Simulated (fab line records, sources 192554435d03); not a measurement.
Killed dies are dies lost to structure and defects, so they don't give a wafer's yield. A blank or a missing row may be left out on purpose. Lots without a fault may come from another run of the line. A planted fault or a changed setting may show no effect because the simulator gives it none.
fab line records | flow n5_finfet
record lots=24 wafers=72 last_day=17
route steps=1938 shown BEOL_M13@1660
lots that met no fault: from a run of the same line without faults
start_h: hours from the record's first day to the start of the lot's first wafer shown | wait_h: hours since the lot's step before | " the same as in the row above | L1.1+2: a row that stands for several wafers | - no value, or no start given | * or withheld: withheld | < > ~ a bound
route shown NAME@n: a module of which the file shows steps, and the number in the route of the first | usual: mean/standard deviation of fault-free wafers | same: alike in all rows | chamber/n: place in a boat | sites: the reading at each site | _std_site: their standard deviation | _edge_site: outer sites' mean less inner sites' | radius_mm: how far each site lies from the wafer's centre | mask NAME#n: copy n | behind: the tool/chamber that last shaped the wafer | hold: why the lot was held/for how many hours/how that ended | device: the transistor (n, p or np) that didn't switch | end of line: the same wafers' tests at the end of the route | a step without rows: its recipe alone | killed: dies lost to structure and defects at the first sort, not the wafer's yield | map: a wafer's dies, x killed, . not, _ none there
set.NAME: the setting as run; set.NAME@STEP: as run at that earlier step | model.NAME: the simulator's own value behind a step, which no gauge read
steps of the route over a sample of lots; a table a step, a row a wafer
services: from which hour (start_h, from the record's first day; less than 0 if before it) a tool's chamber was out of use, for how many hours, and why
## steps
# step N5_BEOL_M13_THK_MEAS_01
# recipe reads=SiOC_of_BEOL_M13_ILD_DEP_00
# usual M13_ILD_THK=841/12
# columns lot.wafer tool chamber start_h wait_h M13_ILD_THK[nm]
L074.1 film_metro-01 - 225.43 0.1 841
L074.3 " - " " 849
L074.5 " - " " 857
L075.2 film_metro-01 - 234.70 0.3 846
L075.4 " - " " 842
L075.6 " - " " 852
L076.2 film_metro-02 - 242.30 0.1 835
L076.4 " - " " 842
L076.6 " - " " 859
L077.1 film_metro-01 - 253.46 0.1 830
L077.2 " - " " 844
L077.6 " - " " 867
L078.1 film_metro-02 - 260.79 0.1 839
L078.4 " - " " 841
L078.6 " - " " 858
L079.1 film_metro-01 - 268.19 0.1 841
L079.2 " - " " 842
L079.3 " - " " 822
L080.1 film_metro-01 - 272.06 0.1 845
L080.5 " - " " 873
L080.6 " - " " 844
L081.1 film_metro-02 - 281.53 0.1 826
L081.5 " - " " 863
L081.6 " - " " 846
L083.1 film_metro-02 - 288.30 0.1 829
L083.2 " - " " 859
L083.5 " - " " 852
L082.1 film_metro-01 - 289.20 0.1 837
L082.3 " - " " 835
L082.5 " - " " 846
L085.1 film_metro-01 - 293.34 0.1 826
L085.2 " - " " 845
L085.6 " - " " 848
L084.1 film_metro-01 - 297.79 0.1 830
L084.3 " - " " 850
L084.4 " - " " 857
L086.1 film_metro-02 - 312.62 0.2 821
L086.3 " - " " 829
L086.5 " - " " 833
L087.1 film_metro-02 - 313.05 0.1 818
L087.2 " - " " 841
L087.3 " - " " 829
L088.3 film_metro-01 - 313.48 0.1 836
L088.5 " - " " 844
L088.6 " - " " 853
L089.1 film_metro-01 - 315.65 0.1 825
L089.2 " - " " 842
L089.5 " - " " 860
L090.2 film_metro-01 - 331.07 0.1 825
L090.4 " - " " 823
L090.6 " - " " 823
L091.1 film_metro-01 - 332.45 0.1 820
L091.2 " - " " 838
L091.6 " - " " 850
L092.1 film_metro-02 - 337.11 0.1 822
L092.2 " - " " 832
L092.3 " - " " 844
L095.1 film_metro-01 - 358.03 0.1 822
L095.3 " - " " 819
L095.6 " - " " 832
L094.2 film_metro-02 - 360.89 0.1 844
L094.3 " - " " 845
L094.5 " - " " 854
L093.1 film_metro-01 - 366.21 0.1 821
L093.2 " - " " 818
L093.3 " - " " 842
L096.2 film_metro-01 - 374.64 0.1 832
L096.3 " - " " 836
L096.6 " - " " 851
L097.1 film_metro-01 - 378.14 0.1 840
L097.3 " - " " 850
L097.6 " - " " 841
# step N5_BEOL_M13_VIA_ETCH_16
# recipe chemistry=C4F8/O2/Ar target=SiOC pressure_mtorr=30 source_w=3000 bias_w=700 Ar_flow_sccm=400 C4F8_flow_sccm=15 O2_flow_sccm=8 he_inner_torr=15 he_outer_torr=30 target_depth_a=9217 time_s=withheld ion_energy_ev=250 ends=cleared
# usual drypump_motor_current_A=5.8/0.36 mfc_ar_sccm=400.1/1.2 oes_product_au=0.68/0.081 rf_fwd_power_W=2994/9.7 rf_vpp_V=664.9/3 showerhead_plenum_p_Torr=3.39/0.1 throttle_valve_pct=24.2/0.3
# columns lot.wafer tool chamber start_h wait_h drypump_motor_current_A mfc_ar_sccm oes_product_au rf_fwd_power_W rf_vpp_V showerhead_plenum_p_Torr throttle_valve_pct
L074.1 rie_diel-03 2 225.91 0.0 6.0 400.1 0.87 2993 671.4 3.60 24.2
L074.3 " 0 " " 5.7 399.4 0.64 3000 668.9 3.49 24.1
L074.5 " 3 " " 5.7 399.2 0.64 2993 660.9 3.24 24.1
L075.2 rie_diel-01 3 235.36 0.0 5.4 399.7 0.65 2991 666.3 3.42 24.4
L075.4 " 3 " " 5.4 398.8 0.64 2987 664.8 3.42 24.4
L075.6 " 1 " " 5.5 400.0 0.64 3001 664.8 3.44 24.6
L076.2 rie_diel-01 2 243.14 0.0 6.3 399.4 0.67 2986 661.8 3.24 24.0
L076.4 " 1 " " 5.5 400.9 0.64 2990 665.5 3.44 24.7
L076.6 " 3 " " 5.4 398.5 0.65 2997 663.8 3.42 24.4
L077.1 rie_diel-03 3 254.06 0.0 5.7 398.3 0.65 2998 661.8 3.24 24.2
L077.2 " 2 " " 6.0 401.4 0.86 2993 671.7 3.60 24.2
L077.6 " 2 " " 6.0 398.8 0.86 2993 670.2 3.60 24.2
L078.1 rie_diel-03 1 261.27 0.0 6.3 399.8 0.66 2983 668.1 3.54 24.6
L078.4 " 3 " " 5.8 399.2 0.65 2999 660.5 3.24 24.2
L078.6 " 0 " " 5.7 401.0 0.63 3004 668.2 3.49 24.1
L079.1 rie_diel-01 2 268.80 0.0 6.3 400.7 0.66 2985 659.4 3.24 24.0
L079.2 " 1 " " 5.5 401.2 0.64 3011 663.7 3.43 24.6
L079.3 " 3 " " 5.4 400.0 0.64 2989 665.1 3.41 24.4
L080.1 rie_diel-02 2 272.97 0.0 5.1 400.6 0.60 2995 665.4 3.36 24.3
L080.5 " 1 " " 5.8 400.6 0.79 3003 663.3 3.34 24.0
L080.6 " 0 " " 6.3 398.6 0.63 2986 664.5 3.41 24.8
L081.1 rie_diel-01 2 282.09 0.0 6.3 399.0 0.66 3000 661.3 3.24 24.0
L081.5 " 3 " " 5.4 399.9 0.63 3008 664.7 3.41 24.4
L081.6 " 1 " " 5.5 401.6 0.63 3003 663.7 3.43 24.7
L083.1 rie_diel-02 2 288.90 0.0 5.2 399.2 0.61 2998 663.2 3.36 24.3
L083.2 " 3 " " 5.3 399.8 0.70 2991 666.9 3.43 23.9
L083.5 " 3 " " 5.3 398.9 0.70 2992 665.9 3.43 23.9
L082.1 rie_diel-01 2 290.13 0.0 6.3 399.9 0.66 2997 661.4 3.24 24.0
L082.3 " 3 " " 5.4 400.6 0.63 2996 665.0 3.41 24.4
L082.5 " 3 " " 5.4 399.6 0.63 3001 663.7 3.41 24.4
L085.1 rie_diel-02 1 293.82 0.0 5.8 400.6 0.78 2999 664.4 3.33 24.0
L085.2 " 3 " " 5.4 399.7 0.70 2981 665.3 3.43 23.8
L085.6 " 1 " " 5.8 400.8 0.77 3000 662.1 3.33 24.0
L084.1 rie_diel-03 0 298.27 0.0 5.7 398.6 0.64 2989 667.6 3.48 24.1
L084.3 " 3 " " 5.8 399.8 0.64 2986 659.8 3.23 24.2
L084.4 " 1 " " 6.3 398.6 0.66 3012 668.1 3.53 24.7
L086.1 rie_diel-02 3 313.22 0.0 5.4 398.6 0.69 2999 665.6 3.43 23.9
L086.3 " 1 " " 5.8 402.7 0.78 2990 664.3 3.33 24.0
L086.5 " 0 " " 6.3 401.6 0.63 2995 665.0 3.40 24.9
L087.1 rie_diel-01 0 313.94 0.0 5.7 400.0 0.87 2981 664.0 3.35 23.6
L087.2 " 1 " " 5.5 398.9 0.62 3008 664.8 3.42 24.7
L087.3 " 3 " " 5.5 400.3 0.63 2994 664.4 3.40 24.4
L088.3 rie_diel-03 1 314.00 0.0 6.2 402.2 0.66 3015 667.4 3.53 24.7
L088.5 " 0 " " 5.7 397.9 0.64 2993 667.5 3.48 24.1
L088.6 " 3 " " 5.7 398.0 0.63 2978 661.0 3.23 24.2
L089.1 rie_diel-02 3 316.25 0.0 5.4 402.6 0.69 2990 665.5 3.43 23.9
L089.2 " 1 " " 5.8 401.7 0.76 2995 661.8 3.33 24.0
L089.5 " 1 " " 5.8 401.7 0.76 2999 663.0 3.33 24.0
L090.2 rie_diel-01 2 331.73 0.0 6.2 398.7 0.65 2978 662.2 3.23 24.0
L090.4 " 1 " " 5.5 401.0 0.62 2984 664.2 3.42 24.7
L090.6 " 2 " " 6.2 401.1 0.65 2984 661.0 3.23 24.1
L091.1 rie_diel-03 0 332.94 0.0 5.7 399.7 0.63 3007 668.1 3.48 24.1
L091.2 " 1 " " 6.3 401.8 0.65 3000 669.1 3.52 24.7
L091.6 " 0 " " 5.7 399.2 0.63 3001 667.6 3.48 24.1
L092.1 rie_diel-01 3 337.71 0.0 5.4 399.7 0.63 3001 664.9 3.40 24.4
L092.2 " 2 " " 6.3 400.3 0.65 2991 660.4 3.23 24.0
L092.3 " 1 " " 5.5 399.5 0.61 3009 664.2 3.42 24.7
L095.1 rie_diel-02 3 358.83 0.0 5.3 401.2 0.67 2982 664.6 3.42 23.9
L095.3 " 2 " " 5.2 397.1 0.87 2970 664.7 3.35 24.2
L095.6 " 3 " " 5.3 401.6 0.67 2986 665.7 3.42 23.9
L094.2 rie_diel-03 1 361.37 0.0 6.3 400.3 0.65 2986 669.5 3.52 24.7
L094.3 " 3 " " 5.7 400.0 0.62 3001 661.0 3.22 24.2
L094.5 " 1 " " 6.3 398.9 0.65 2983 669.2 3.52 24.7
L093.1 rie_diel-03 3 366.72 0.0 5.8 400.2 0.63 2982 660.7 3.22 24.2
L093.2 " 1 " " 6.2 400.0 0.65 2977 667.3 3.52 24.7
L093.3 " 0 " " 5.7 399.7 0.62 2997 667.8 3.47 24.1
L096.2 rie_diel-01 0 375.12 0.0 5.6 397.9 0.82 2994 663.8 3.34 23.6
L096.3 " 3 " " 5.4 400.0 0.62 2998 664.6 3.39 24.4
L096.6 " 2 " " 6.3 399.7 0.63 3001 659.2 3.22 24.1
L097.1 rie_diel-02 3 378.92 0.0 5.3 400.8 0.68 3000 664.9 3.42 23.9
L097.3 " 1 " " 5.8 401.2 0.74 3002 663.2 3.32 24.1
L097.6 " 2 " " 5.2 400.6 0.84 2979 663.1 3.34 24.2
# step N5_BEOL_M13_TRENCH_ETCH_34
# recipe chemistry=C4F8/O2/Ar target=SiOC target_depth_a=4134.7 mask_material=SOC pressure_mtorr=30 source_w=3000 bias_w=700 Ar_flow_sccm=400 C4F8_flow_sccm=15 O2_flow_sccm=8 he_inner_torr=15 he_outer_torr=30 time_s=162.6 ion_energy_ev=250
# usual drypump_motor_current_A=5.8/0.36 mfc_ar_sccm=400.1/1.2 oes_product_au=0.76/0.088 rf_fwd_power_W=2990/9.6 rf_vpp_V=665/3.1 showerhead_plenum_p_Torr=3.40/0.11 throttle_valve_pct=24.27/0.3
# columns lot.wafer tool chamber start_h wait_h drypump_motor_current_A mfc_ar_sccm oes_product_au rf_fwd_power_W rf_hours_counter_h rf_vpp_V showerhead_plenum_p_Torr throttle_valve_pct
L074.1 rie_diel-02 1 227.17 0.0 5.8 401.3 0.91 2984 37 664 3.35 24.01
L074.3 " 0 " " 6.3 399.0 0.72 2986 211 664 3.42 24.80
L074.5 " 2 " " 5.2 399.9 0.69 2998 - 665 3.37 24.29
L075.2 rie_diel-01 1 237.65 0.0 5.5 399.7 0.71 2995 210 665 3.44 24.64
L075.4 " 1 " " 5.5 399.3 0.72 2979 - 662 3.44 24.64
L075.6 " 2 " " 6.3 401.6 0.74 3003 - 662 3.24 23.99
L076.2 rie_diel-02 2 244.80 0.0 5.1 401.0 0.68 3002 219 665 3.36 24.30
L076.4 " 0 " " 6.2 402.0 0.72 2973 218 665 3.42 24.80
L076.6 " 3 " " 5.3 401.9 0.78 2973 - 666 3.44 23.85
L077.1 rie_diel-01 0 255.45 0.0 5.6 398.5 0.68 2991 246 665 3.35 24.00
L077.2 " 3 " " 5.4 399.8 0.71 2985 197 665 3.41 24.37
L077.6 " 2 " " 6.2 398.6 0.74 3008 - 662 3.24 24.01
L078.1 rie_diel-01 0 262.53 0.0 5.7 399.4 0.68 2983 248 663 3.35 24.00
L078.4 " 3 " " 5.5 400.8 0.71 2992 198 665 3.41 24.36
L078.6 " 1 " " 5.5 398.3 0.70 2992 - 664 3.43 24.68
L079.1 rie_diel-03 1 270.18 0.0 6.2 401.1 0.73 2993 190 669 3.54 24.64
L079.2 " 0 " " 5.7 398.1 0.70 2986 209 668 3.49 24.09
L079.3 " 3 " " 5.7 400.6 0.71 2972 216 661 3.24 24.16
L080.1 rie_diel-03 0 274.23 0.0 5.7 399.4 0.69 2995 211 668 3.49 24.11
L080.5 " 3 " " 5.8 398.3 0.71 2987 - 662 3.24 24.16
L080.6 " 2 " " 6.0 399.2 0.94 2993 - 671 3.59 24.20
L081.1 rie_diel-02 1 283.39 0.0 5.8 401.2 0.87 2994 57 663 3.34 24.03
L081.5 " 2 " " 5.2 397.3 0.67 2979 - 664 3.36 24.33
L081.6 " 1 " " 5.8 399.2 0.87 2992 - 663 3.34 24.04
L083.1 rie_diel-03 3 290.52 0.0 5.7 398.7 0.70 2986 224 661 3.23 24.17
L083.2 " 0 " " 5.7 400.7 0.70 2992 216 667 3.48 24.12
L083.5 " 2 " " 6.0 399.5 0.92 2995 - 670 3.59 24.19
L082.1 rie_diel-01 2 291.51 0.0 6.3 401.0 0.73 2995 193 661 3.23 24.03
L082.3 " 1 " " 5.5 401.5 0.70 2979 230 664 3.43 24.67
L082.5 " 3 " " 5.5 401.2 0.70 2993 - 664 3.41 24.38
L085.1 rie_diel-01 2 295.21 0.0 6.3 399.4 0.72 2994 194 661 3.23 24.04
L085.2 " 3 " " 5.5 399.8 0.70 2978 212 664 3.41 24.38
L085.6 " 1 " " 5.5 399.8 0.70 2991 - 665 3.43 24.67
L084.1 rie_diel-01 2 299.65 0.0 6.3 400.9 0.72 2995 195 662 3.23 24.03
L084.3 " 3 " " 5.4 398.8 0.70 2997 213 664 3.41 24.38
L084.4 " 0 " " 5.7 398.9 0.99 3005 1 664 3.35 23.60
L086.1 rie_diel-03 2 314.62 0.0 6.0 400.6 0.90 2981 30 672 3.59 24.21
L086.3 " 0 " " 5.7 402.0 0.70 3002 223 669 3.48 24.13
L086.5 " 1 " " 6.3 399.4 0.71 2974 - 668 3.53 24.68
L087.1 rie_diel-01 2 315.20 0.0 6.3 403.1 0.73 2995 200 661 3.23 24.05
L087.2 " 0 " " 5.6 398.8 0.96 3005 6 664 3.35 23.62
L087.3 " 3 " " 5.5 399.7 0.70 2987 218 665 3.40 24.39
L088.3 rie_diel-03 2 315.38 0.0 6.0 401.8 0.90 2982 31 670 3.59 24.20
L088.5 " 2 " " 6.0 401.9 0.91 2971 - 670 3.59 24.22
L088.6 " 1 " " 6.2 399.5 0.72 2993 - 669 3.53 24.66
L089.1 rie_diel-03 3 317.51 0.0 5.7 400.0 0.70 2997 232 660 3.23 24.19
L089.2 " 0 " " 5.7 400.8 0.71 3000 224 667 3.48 24.12
L089.5 " 0 " " 5.7 402.0 0.69 2990 - 669 3.48 24.13
L090.2 rie_diel-02 2 333.13 0.0 5.2 398.4 0.65 2979 249 664 3.35 24.35
L090.4 " 3 " " 5.4 400.1 0.76 2990 135 666 3.42 23.86
L090.6 " 1 " " 5.8 401.2 0.84 2994 - 661 3.33 24.04
L091.1 rie_diel-03 3 334.20 0.0 5.7 401.4 0.69 3010 238 660 3.23 24.19
L091.2 " 0 " " 5.7 401.2 0.70 2993 229 668 3.48 24.13
L091.6 " 2 " " 6.0 397.8 0.89 2965 - 671 3.58 24.22
L092.1 rie_diel-02 1 338.97 0.0 5.8 401.9 0.85 2997 75 663 3.33 24.04
L092.2 " 3 " " 5.3 399.2 0.75 2999 137 666 3.42 23.86
L092.3 " 0 " " 6.3 399.7 0.69 2990 249 664 3.40 24.85
L095.1 rie_diel-03 0 360.13 0.0 5.7 398.7 0.68 2987 237 668 3.47 24.14
L095.3 " 1 " " 6.3 397.4 0.72 2980 217 667 3.52 24.67
L095.6 " 2 " " 6.0 398.7 0.89 2983 - 671 3.58 24.21
L094.2 rie_diel-01 2 362.64 0.0 6.3 399.0 0.72 3001 214 661 3.22 24.07
L094.3 " 3 " " 5.4 401.9 0.69 2983 231 665 3.40 24.42
L094.5 " 0 " " 5.7 399.6 0.93 2989 - 662 3.34 23.61
L093.1 rie_diel-01 0 368.08 0.0 5.7 400.0 0.91 2996 22 663 3.34 23.61
L093.2 " 3 " " 5.4 400.6 0.68 2995 233 664 3.39 24.40
L093.3 " 2 " " 6.3 398.6 0.71 2992 215 662 3.22 24.06
L096.2 rie_diel-03 1 376.41 0.0 6.3 398.1 0.71 2984 221 668 3.52 24.70
L096.3 " 2 " " 6.0 401.1 0.88 2995 47 669 3.58 24.24
L096.6 " 3 " " 5.8 399.3 0.69 3004 - 662 3.22 24.20
L097.1 rie_diel-02 0 380.18 0.0 6.3 400.3 0.98 2978 4 663 3.39 24.39
L097.3 " 2 " " 5.1 398.3 0.93 2994 9 664 3.34 24.19
L097.6 " 1 " " 5.8 401.9 0.82 2991 - 660 3.32 24.07
# step N5_BEOL_M13_PRE_CLEAN_42
# recipe gas=H2/He time_s=30 temp_c=250
# usual heater_power_w=337/31
# columns lot.wafer tool chamber start_h wait_h heater_power_w
L074.1 pvd_sputter-03 - 228.19 0.0 341
L074.3 " - " " 333
L074.5 " - " " 323
L075.2 pvd_sputter-01 - 243.01 0.0 374
L075.4 " - " " 347
L075.6 " - " " 360
L076.2 pvd_sputter-02 - 246.69 0.0 344
L076.4 " - " " 325
L076.6 " - " " 344
L077.1 pvd_sputter-02 - 260.00 0.0 348
L077.2 " - " " 391
L077.6 " - " " 277
L078.1 pvd_sputter-03 - 263.38 0.0 303
L078.4 " - " " 317
L078.6 " - " " 340
L079.1 pvd_sputter-01 - 271.03 0.0 375
L079.2 " - " " 297
L079.3 " - " " 347
L080.1 pvd_sputter-02 - 274.80 0.0 281
L080.5 " - " " 267
L080.6 " - " " 387
L081.1 pvd_sputter-02 - 284.06 0.0 344
L081.5 " - " " 391
L081.6 " - " " 350
L083.1 pvd_sputter-02 - 291.34 0.0 382
L083.2 " - " " 321
L083.5 " - " " 348
L082.1 pvd_sputter-02 - 293.81 0.0 328
L082.3 " - " " 266
L082.5 " - " " 325
L085.1 pvd_sputter-01 - 295.74 0.0 355
L085.2 " - " " 377
L085.6 " - " " 376
L084.1 pvd_sputter-02 - 301.20 0.0 389
L084.3 " - " " 328
L084.4 " - " " 282
L087.1 pvd_sputter-01 - 318.46 0.0 304
L087.2 " - " " 375
L087.3 " - " " 360
L086.1 pvd_sputter-01 - 319.54 0.0 347
L086.3 " - " " 364
L086.5 " - " " 311
L088.3 pvd_sputter-01 - 320.52 0.0 368
L088.5 " - " " 307
L088.6 " - " " 354
L089.1 pvd_sputter-01 - 321.84 0.0 367
L089.2 " - " " 354
L089.5 " - " " 351
L090.2 pvd_sputter-02 - 341.52 0.0 354
L090.4 " - " " 318
L090.6 " - " " 339
L091.1 pvd_sputter-02 - 342.88 0.0 325
L091.2 " - " " 383
L091.6 " - " " 283
L092.1 pvd_sputter-01 - 342.97 0.0 355
L092.2 " - " " 368
L092.3 " - " " 352
L095.1 pvd_sputter-03 - 364.53 0.0 294
L095.3 " - " " 320
L095.6 " - " " 321
L094.2 pvd_sputter-01 - 364.75 0.0 357
L094.3 " - " " 302
L094.5 " - " " 375
L093.1 pvd_sputter-03 - 369.31 0.0 329
L093.2 " - " " 318
L093.3 " - " " 301
L096.2 pvd_sputter-01 - 377.31 0.0 361
L096.3 " - " " 366
L096.6 " - " " 347
L097.1 pvd_sputter-02 - 382.13 0.0 320
L097.3 " - " " 394
L097.6 " - " " 325
# step N5_BEOL_M13_SPUTTER_44
# recipe material=Ta target_thk_a=100 temp_c=50 bias_v=80 power_w=15000 chamber_pressure_pa=0.07 time_s=16.13
# usual throttle_valve_pct=29.8/0.73
# columns lot.wafer tool chamber start_h wait_h throttle_valve_pct
L074.1 pvd_sputter-03 - 228.31 0.0 29.1
L074.3 " - " " 30.8
L074.5 " - " " 30.9
L075.2 pvd_sputter-01 - 243.13 0.0 30.5
L075.4 " - " " 29.2
L075.6 " - " " 30.2
L076.2 pvd_sputter-02 - 246.81 0.0 29.7
L076.4 " - " " 31.0
L076.6 " - " " 29.6
L077.1 pvd_sputter-02 - 260.12 0.0 29.7
L077.2 " - " " 28.4
L077.6 " - " " 29.6
L078.1 pvd_sputter-03 - 263.50 0.0 29.8
L078.4 " - " " 30.4
L078.6 " - " " 29.2
L079.1 pvd_sputter-01 - 271.15 0.0 30.6
L079.2 " - " " 29.4
L079.3 " - " " 29.2
L080.1 pvd_sputter-02 - 274.92 0.0 29.5
L080.5 " - " " 29.6
L080.6 " - " " 28.5
L081.1 pvd_sputter-02 - 284.18 0.0 29.7
L081.5 " - " " 28.8
L081.6 " - " " 29.6
L083.1 pvd_sputter-02 - 291.46 0.0 28.5
L083.2 " - " " 31.0
L083.5 " - " " 29.6
L082.1 pvd_sputter-02 - 293.93 0.0 30.8
L082.3 " - " " 29.6
L082.5 " - " " 31.1
L085.1 pvd_sputter-01 - 295.86 0.0 30.0
L085.2 " - " " 30.6
L085.6 " - " " 30.3
L084.1 pvd_sputter-02 - 301.32 0.0 28.4
L084.3 " - " " 31.0
L084.4 " - " " 29.6
L087.1 pvd_sputter-01 - 318.58 0.0 29.8
L087.2 " - " " 30.3
L087.3 " - " " 29.1
L086.1 pvd_sputter-01 - 319.66 0.0 29.3
L086.3 " - " " 30.2
L086.5 " - " " 29.7
L088.3 pvd_sputter-01 - 320.64 0.0 30.3
L088.5 " - " " 29.5
L088.6 " - " " 30.1
L089.1 pvd_sputter-01 - 321.96 0.0 30.3
L089.2 " - " " 29.8
L089.5 " - " " 29.3
L090.2 pvd_sputter-02 - 341.64 0.0 29.7
L090.4 " - " " 31.2
L090.6 " - " " 29.7
L091.1 pvd_sputter-02 - 343.00 0.0 30.9
L091.2 " - " " 28.3
L091.6 " - " " 29.7
L092.1 pvd_sputter-01 - 343.09 0.0 30.4
L092.2 " - " " 30.2
L092.3 " - " " 29.2
L095.1 pvd_sputter-03 - 364.65 0.0 30.0
L095.3 " - " " 30.9
L095.6 " - " " 31.1
L094.2 pvd_sputter-01 - 364.87 0.0 30.1
L094.3 " - " " 29.7
L094.5 " - " " 30.3
L093.1 pvd_sputter-03 - 369.43 0.0 31.1
L093.2 " - " " 30.4
L093.3 " - " " 29.7
L096.2 pvd_sputter-01 - 377.43 0.0 30.1
L096.3 " - " " 30.2
L096.6 " - " " 30.1
L097.1 pvd_sputter-02 - 382.25 0.0 30.9
L097.3 " - " " 28.5
L097.6 " - " " 31.0
# step N5_BEOL_M13_SPUTTER_45
# recipe material=Cu target_thk_a=800 temp_c=-20 bias_v=60 power_w=26000 chamber_pressure_pa=0.13 time_s=13.33
# usual throttle_valve_pct=29.8/0.75
# columns lot.wafer tool chamber start_h wait_h throttle_valve_pct
L074.1 pvd_sputter-03 - 228.39 0.0 28.8
L074.3 " - " " 31.0
L074.5 " - " " 31.0
L075.2 pvd_sputter-01 - 243.21 0.0 30.4
L075.4 " - " " 29.3
L075.6 " - " " 30.5
L076.2 pvd_sputter-02 - 246.89 0.0 29.6
L076.4 " - " " 31.0
L076.6 " - " " 29.7
L077.1 pvd_sputter-02 - 260.20 0.0 29.5
L077.2 " - " " 28.4
L077.6 " - " " 29.7
L078.1 pvd_sputter-03 - 263.58 0.0 30.0
L078.4 " - " " 30.1
L078.6 " - " " 29.0
L079.1 pvd_sputter-01 - 271.23 0.0 30.5
L079.2 " - " " 29.7
L079.3 " - " " 29.2
L080.1 pvd_sputter-02 - 275.00 0.0 29.4
L080.5 " - " " 29.7
L080.6 " - " " 28.2
L081.1 pvd_sputter-02 - 284.26 0.0 29.6
L081.5 " - " " 28.3
L081.6 " - " " 29.8
L083.1 pvd_sputter-02 - 291.54 0.0 28.5
L083.2 " - " " 30.8
L083.5 " - " " 29.7
L082.1 pvd_sputter-02 - 294.01 0.0 30.9
L082.3 " - " " 29.8
L082.5 " - " " 31.1
L085.1 pvd_sputter-01 - 295.94 0.0 30.1
L085.2 " - " " 30.2
L085.6 " - " " 30.3
L084.1 pvd_sputter-02 - 301.40 0.0 28.3
L084.3 " - " " 30.9
L084.4 " - " " 29.3
L087.1 pvd_sputter-01 - 318.66 0.0 29.5
L087.2 " - " " 30.5
L087.3 " - " " 29.1
L086.1 pvd_sputter-01 - 319.74 0.0 29.3
L086.3 " - " " 30.7
L086.5 " - " " 29.6
L088.3 pvd_sputter-01 - 320.72 0.0 30.5
L088.5 " - " " 29.8
L088.6 " - " " 30.2
L089.1 pvd_sputter-01 - 322.04 0.0 30.3
L089.2 " - " " 30.1
L089.5 " - " " 29.0
L090.2 pvd_sputter-02 - 341.72 0.0 29.5
L090.4 " - " " 30.8
L090.6 " - " " 29.6
L091.1 pvd_sputter-02 - 343.08 0.0 30.9
L091.2 " - " " 28.7
L091.6 " - " " 29.7
L092.1 pvd_sputter-01 - 343.17 0.0 29.6
L092.2 " - " " 30.2
L092.3 " - " " 29.2
L095.1 pvd_sputter-03 - 364.73 0.0 30.1
L095.3 " - " " 30.8
L095.6 " - " " 30.9
L094.2 pvd_sputter-01 - 364.95 0.0 29.8
L094.3 " - " " 29.5
L094.5 " - " " 30.0
L093.1 pvd_sputter-03 - 369.51 0.0 31.3
L093.2 " - " " 30.1
L093.3 " - " " 30.2
L096.2 pvd_sputter-01 - 377.51 0.0 30.3
L096.3 " - " " 30.3
L096.6 " - " " 30.2
L097.1 pvd_sputter-02 - 382.33 0.0 31.1
L097.3 " - " " 28.4
L097.6 " - " " 30.7
## services
# columns tool chamber start_h hours kind
rie_diel-03 - 234.90 15.6 pm
pvd_sputter-01 - 252.79 1.5 repair
rie_diel-01 0 270.83 - clean
rie_diel-01 0 270.83 - consumable_replace:focus_ring
rie_diel-01 0 270.83 24.0 scheduled_down
rie_diel-01 0 270.83 24.0 vent_cycle
rie_diel-01 - 300.50 2.8 pm
rie_diel-02 2 337.78 - clean
rie_diel-02 2 337.78 - consumable_replace:focus_ring
rie_diel-02 2 337.78 16.5 scheduled_down
rie_diel-02 2 337.78 16.5 vent_cycle
rie_diel-02 0 354.31 - clean
rie_diel-02 0 354.31 - consumable_replace:focus_ring
rie_diel-02 0 354.31 14.8 scheduled_down
rie_diel-02 0 354.31 14.8 vent_cycle
rie_diel-01 1 356.71 - clean
rie_diel-01 1 356.71 - consumable_replace:focus_ring
rie_diel-01 1 356.71 25.9 scheduled_down
rie_diel-01 1 356.71 25.9 vent_cycle
rie_diel-03 3 379.49 - clean
rie_diel-03 3 379.49 - consumable_replace:focus_ring
rie_diel-03 3 379.49 - consumable_replace:showerhead
rie_diel-03 3 379.49 20.2 scheduled_down
rie_diel-03 3 379.49 20.2 vent_cycle
## key
fault none
